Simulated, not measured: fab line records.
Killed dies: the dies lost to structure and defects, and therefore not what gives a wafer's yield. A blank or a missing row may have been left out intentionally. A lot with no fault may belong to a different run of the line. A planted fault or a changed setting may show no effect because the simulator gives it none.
Which tool did it? -- flow n5_finfet -- 10 lots with 30 wafers sampled at 5 steps, on a route of 1938 steps

== WHAT EACH GAUGE READ, for each wafer ==
N5_BEOL_M6_INSPECT_30: inspects for defects (brightfield). Usual: raw_defect_count reads 410 (standard deviation 89).
lot,measured,on,raw_defect_count,flag
L433,day 9 03:24,defect_inspect-02,499 482 430,
L434,day 9 11:58,defect_inspect-02,641 428 566,
L440,day 10 18:07,defect_inspect-02,1839 1772 1743,OFF
L441,day 10 21:34,defect_inspect-02,1848 2120 2033,OFF
L444,day 11 17:46,defect_inspect-01,475 571 599,
L445,day 13 00:33,defect_inspect-01,554 521 527,
L447,day 13 00:56,defect_inspect-02,398 313 353,
L448,day 13 06:27,defect_inspect-02,385 411 542,
L452,day 14 16:26,defect_inspect-02,414 381 390,
L453,day 15 00:08,defect_inspect-02,560 409 480,

== EACH LOT AND THE TOOL THAT RAN IT (in order: tool; ch and the chambers of the sampled wafers; start) ==
lot,N5_BEOL_M5_DEP_56,N5_BEOL_M6_HM_DEP_02,N5_BEOL_M6_ETCH_62,N5_BEOL_M6_HM_OPEN_17
L433,"pecvd-03 ch 1,2, day 9 00:01","pvd_sputter-03, day 9 01:40","rie_diel-05 ch 0,2, day 9 02:35","rie_metal-02 ch 0,1, day 9 02:46"
L434,"pecvd-03 ch 0,2, day 9 05:17","pvd_sputter-02, day 9 07:07","rie_diel-05 ch 1,2,3, day 9 07:41","rie_metal-01 ch 0,1, day 9 07:52"
L440,"pecvd-03 ch 0,1, day 10 13:57","pvd_sputter-03, day 10 15:19","rie_diel-06 ch 0,2,3, day 10 16:21","rie_metal-02 ch 0,1, day 10 16:32"
L441,"pecvd-04 ch 1,2, day 10 18:00","pvd_sputter-01, day 10 19:31","rie_diel-04 ch 0,2,3, day 10 20:32","rie_metal-02 ch 0,1, day 10 20:43"
L444,"pecvd-04 ch 0,1,2, day 11 10:49","pvd_sputter-01, day 11 12:25","rie_diel-06 ch 1,3, day 11 13:10","rie_metal-01 ch 0,1, day 11 13:21"
L445,"pecvd-02 ch 1,2, day 12 16:28","pvd_sputter-02, day 12 18:10","rie_diel-06 ch 1,2, day 12 23:26","rie_metal-03 ch 1, day 12 23:40"
L447,"pecvd-03 ch 0,1,2, day 12 20:34","pvd_sputter-03, day 12 23:20","rie_diel-05 ch 1,3, day 13 00:04","rie_metal-03 ch 1, day 13 00:19"
L448,"pecvd-04 ch 0,2, day 13 02:11","pvd_sputter-02, day 13 04:13","rie_diel-04 ch 0,2,3, day 13 04:47","rie_metal-01 ch 0,1, day 13 04:59"
L452,"pecvd-03 ch 0,1,2, day 14 07:14","pvd_sputter-02, day 14 09:09","rie_diel-04 ch 0,2,3, day 14 09:55","rie_metal-01 ch 0, day 14 10:10"
L453,"pecvd-04 ch 0,1, day 14 19:04","pvd_sputter-02, day 14 20:50","rie_diel-05 ch 0,2, day 14 21:31","rie_metal-02 ch 0,1, day 14 21:43"
- N5_BEOL_M5_DEP_56: deposits SiCN from 3MS/NH3, target thk 8 nm, time 14 s.
- N5_BEOL_M6_HM_DEP_02: deposits TiN, target thk 20 nm.
- N5_BEOL_M6_ETCH_62: etches SOC in N2/H2, target depth 110 nm, overetch 22 nm, time 165 s.
- N5_BEOL_M6_HM_OPEN_17: chemistry Cl2/BCl3, target TiN, target depth 20 nm, overetch 6 nm.

== WHAT THE TOOLS THEMSELVES READ (means of the sampled wafers that have a number; where no wafer has one, the mark that the record gives instead) ==
N5_BEOL_M5_DEP_56. Usual: showerhead_plenum_p_Torr 3.665 Torr, standard deviation 0.0096; throttle_valve_pct 9.1 %, standard deviation 0.64.
lot,tool,showerhead_plenum_p_Torr (Torr),throttle_valve_pct (%),flag
L433,pecvd-03,3.666,8.9,
L434,pecvd-03,3.674,9.3,
L440,pecvd-03,3.670,9.0,
L441,pecvd-04,3.657,8.7,
L444,pecvd-04,3.665,9.2,
L445,pecvd-02,3.669,8.4,
L447,pecvd-03,3.666,9.0,
L448,pecvd-04,3.656,9.1,
L452,pecvd-03,3.673,9.1,
L453,pecvd-04,3.656,9.8,

N5_BEOL_M6_HM_DEP_02. Usual: throttle_valve_pct reads 29.8 % (standard deviation 0.98).
lot,tool,throttle_valve_pct (%),flag
L433,pvd_sputter-03,30.1,
L434,pvd_sputter-02,28.8,
L440,pvd_sputter-03,30.8,
L441,pvd_sputter-01,29.9,
L444,pvd_sputter-01,29.6,
L445,pvd_sputter-02,28.9,
L447,pvd_sputter-03,30.3,
L448,pvd_sputter-02,30.2,
L452,pvd_sputter-02,29.8,
L453,pvd_sputter-02,30.3,

N5_BEOL_M6_ETCH_62. Usual: drypump_motor_current_A 5.7 A, standard deviation 0.43; oes_product_au 0.67 a.u., standard deviation 0.082; rf_vpp_V 523.2 V, standard deviation 2.7; showerhead_plenum_p_Torr 2.53 Torr, standard deviation 0.094; throttle_valve_pct 17.76 %, standard deviation 0.29.
lot,tool,drypump_motor_current_A (A),oes_product_au (a.u.),rf_vpp_V (V),showerhead_plenum_p_Torr (Torr),throttle_valve_pct (%),flag
L433,rie_diel-05,5.5,0.58,522.5,2.46,17.84,
L434,rie_diel-05,5.6,0.63,523.7,2.55,17.93,
L440,rie_diel-06,6.2,0.71,521.5,2.46,17.84,
L441,rie_diel-04,5.6,0.71,525.9,2.61,17.65,
L444,rie_diel-06,6.3,0.74,522.4,2.48,17.77,
L445,rie_diel-06,5.8,0.72,521.2,2.47,17.90,
L447,rie_diel-05,5.8,0.75,522.9,2.50,17.92,
L448,rie_diel-04,5.6,0.69,526.0,2.60,17.70,
L452,rie_diel-04,5.5,0.67,525.9,2.60,17.70,
L453,rie_diel-05,5.3,0.77,526.5,2.64,17.39,

N5_BEOL_M6_HM_OPEN_17. Usual: drypump_motor_current_A 5.51 A, standard deviation 0.21; oes_product_au 0.66 a.u., standard deviation 0.086; throttle_valve_pct 22.19 %, standard deviation 0.2.
lot,tool,drypump_motor_current_A (A),oes_product_au (a.u.),throttle_valve_pct (%),flag
L433,rie_metal-02,5.41,0.58,22.27,
L434,rie_metal-01,5.68,0.72,21.96,
L440,rie_metal-02,5.41,0.79,22.20,
L441,rie_metal-02,5.35,0.76,22.25,
L444,rie_metal-01,5.68,0.71,21.94,
L445,rie_metal-03,5.50,0.55,22.48,
L447,rie_metal-03,5.50,0.55,22.49,
L448,rie_metal-01,5.68,0.70,21.96,
L452,rie_metal-01,5.89,0.63,22.08,
L453,rie_metal-02,5.45,0.73,22.21,

== THE ANSWER, worked out from the rows above alone ==
Rule: take the mean of a lot's wafers that have a number; if it is more than 3 standard deviations from the usual mean, the lot is off. Also off: a lot with no number at a reading for which 4 or more lots have one. The other lots that the step has rows for count as sound. First the gauges in route order, then the tools' own readings, where a lot's mean is used as printed above. At the first step where some lot is off, the reading lying furthest off is the one used; lots without a number count as furthest.
Off at N5_BEOL_M6_INSPECT_30 (raw_defect_count): L440, L441.
A tool fits if, at a process step before that reading, it ran every lot that is off, and no sound lot after the first of them. Those tools and the gauges at N5_BEOL_M6_INSPECT_30 are tried in the same way. Not one of the candidates tried fits.

== WHAT THE SIMULATOR HAD PUT IN ==
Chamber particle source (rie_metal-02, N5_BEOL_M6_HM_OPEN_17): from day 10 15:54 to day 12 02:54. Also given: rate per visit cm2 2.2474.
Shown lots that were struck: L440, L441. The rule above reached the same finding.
